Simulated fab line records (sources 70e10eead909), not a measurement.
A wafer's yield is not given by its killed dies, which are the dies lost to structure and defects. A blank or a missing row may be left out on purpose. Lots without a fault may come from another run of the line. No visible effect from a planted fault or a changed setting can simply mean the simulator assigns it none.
Code-filled problem report in 8D (eight disciplines) form    flow nand harc    the parts of the form that need people (team, actions taken, sign-off) are left out

== 1. PROBLEM STATEMENT ==
Wafers without a fault read 999 nm, standard deviation 9.8; thk nm at NHARC_A_ONON_D1_THK_MEAS_02 reads a mean of 1220 nm on 2 wafers belonging to 2 lots. Relative to the usual mean, that is a shift of +23 standard deviations.
The step: measures by ellipsometry.
First observed at day 14 23:46: wafer L953.1, on film metro-02. Wafers with a number at this step in the record: 42, from 14 lots. Rule for "out" (also "out of limits"): further than 4 standard deviations from the usual mean. The other wafers with a number count as sound.

== 2. WHAT THIS IS AND IS NOT ==
question                     is                            is not
which readings at this step  thk nm                        -
which lots                   L953, L954                    L938, L940, L941, L942, L943, L944, L945, L946, L947, L948, L950, L952
which wafers of those lots   L953.1, L954.2                L953.3, L953.4, L954.3, L954.6
read on which gauges         film metro-01, film metro-02  -
when                         from day 14 23:46             up to then (38 sound wafers); but 2 sound wafers of L954 came after

== 3. WHAT RULES OUT EACH SUSPECT ==
Counting: a tool at a process step up to the reading stays a suspect if it ran every lot that is out. Sound lots after the first of them don't rule it out here, since some wafers of a struck lot are sound.
- the gauge at NHARC_A_ONON_D1_THK_MEAS_02 is ruled out. The wafers that are out were read on 2 gauges (film metro-01, film metro-02).
- pecvd onon-04 at NHARC_A_ONON_D1_DEP_00 (target thk 1000 nm): kept. Every lot that is out went through it, the first being L953 (day 14 23:13); the last sound lot it ran before that was L948 (day 12 17:29).
Left after counting: pecvd onon-04 at NHARC_A_ONON_D1_DEP_00.

== 4. THE CAUSE (what the simulator had put in) ==
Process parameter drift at NHARC_A_ONON_D1_DEP_00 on pecvd onon-04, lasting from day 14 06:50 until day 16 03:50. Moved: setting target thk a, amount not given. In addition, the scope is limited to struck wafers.
The count eliminated every tool but this one.

== 5. THE CHAIN OF EFFECTS, in route order ==
Each row: a reading whose mean over the struck wafers that have a number lies more than 3 standard deviations from the usual. Readings are gone through only where the record gives a usual standard deviation; hours: the median, over the lots, of the time from a lot's start at the first step in this table giving one to that lot's start at this step; sigmas: the change measured in usual standard deviations.
hours  step                         reading  usual   on struck wafers  change  sigmas
0      NHARC_A_ONON_D1_THK_MEAS_02  thk nm   999 nm  1220              +222    +23
At these later measuring or inspecting steps, every struck wafer for which the step has a row has a number for every such reading, and none has moved that far: NHARC_A_ONON_D1_THK_MEAS_18.

== 6. WHAT WOULD HAVE CAUGHT IT SOONER ==
The first out-of-limits reading at a measuring or inspecting step in this record came at day 14 23:46, 17 hours after the fault's start at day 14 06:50.
Of the lots that are out (2), L954 began NHARC_A_ONON_D1_DEP_00 on pecvd onon-04 after day 14 23:46. Holding the tool at that time would have saved it.
